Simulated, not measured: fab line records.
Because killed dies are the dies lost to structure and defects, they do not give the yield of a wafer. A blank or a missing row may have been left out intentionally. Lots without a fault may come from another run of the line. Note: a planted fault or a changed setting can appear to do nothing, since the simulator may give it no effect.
Matching of chambers || flow n5Finfet || N5_BEOL_M1_ETCH_77 on rieDiel-03 has 4 sister chambers
The step etches underlayer in N2/H2, target depth 6.5 nm, time 5.2 s. 4 wafers are shown with their chamber, then 9 later ones without.

EACH WAFER AND ITS CHAMBER
{"wafer": "L088.6", "chamber": 1, "drypumpMotorCurrentA (A)": 6.1}
{"wafer": "L090.5", "chamber": 0, "drypumpMotorCurrentA (A)": 5.2}
{"wafer": "L089.3", "chamber": 2, "drypumpMotorCurrentA (A)": 5.5}
{"wafer": "L089.5", "chamber": 3, "drypumpMotorCurrentA (A)": 6.4}

WAFERS WHOSE CHAMBER IS MISSING
{"wafer": "L092.2", "drypumpMotorCurrentA (A)": 6.4}
{"wafer": "L092.3", "drypumpMotorCurrentA (A)": 5.1}
{"wafer": "L092.5", "drypumpMotorCurrentA (A)": 6.1}
{"wafer": "L095.2", "drypumpMotorCurrentA (A)": 6.1}
{"wafer": "L095.3", "drypumpMotorCurrentA (A)": 6.4}
{"wafer": "L095.4", "drypumpMotorCurrentA (A)": 5.1}
{"wafer": "L096.3", "drypumpMotorCurrentA (A)": 5.1}
{"wafer": "L096.4", "drypumpMotorCurrentA (A)": 6.4}
{"wafer": "L096.5", "drypumpMotorCurrentA (A)": 6.4}

WHICH CHAMBER EACH ONE RAN IN
{"wafer": "L092.2", "from the rows above": 3, "in truth": 3}
{"wafer": "L092.3", "from the rows above": 0, "in truth": 0}
{"wafer": "L092.5", "from the rows above": 1, "in truth": 1}
{"wafer": "L095.2", "from the rows above": 1, "in truth": 1}
{"wafer": "L095.3", "from the rows above": 3, "in truth": 3}
{"wafer": "L095.4", "from the rows above": 0, "in truth": 0}
{"wafer": "L096.3", "from the rows above": 0, "in truth": 0}
{"wafer": "L096.4", "from the rows above": 3, "in truth": 3}
{"wafer": "L096.5", "from the rows above": 3, "in truth": 3}
Correctly placed: 9 of 9. From these rows, 0 cannot be placed. Wrongly placed: 0.
How it was worked out, from the rows above alone: a wafer's distance from a chamber is the root of the sum, over the readings, of the square of ((its reading less the chamber's mean) divided by the reading's scatter). If the next closest chamber is less than 2 further off than the closest, the wafer can't be placed; otherwise it belongs to the closest. The mean given for a chamber averages the wafers shown for that chamber. The scatter (one wafer shown for each chamber): square how far every hidden wafer sits from the nearest shown wafer, average those squares and take the square root.
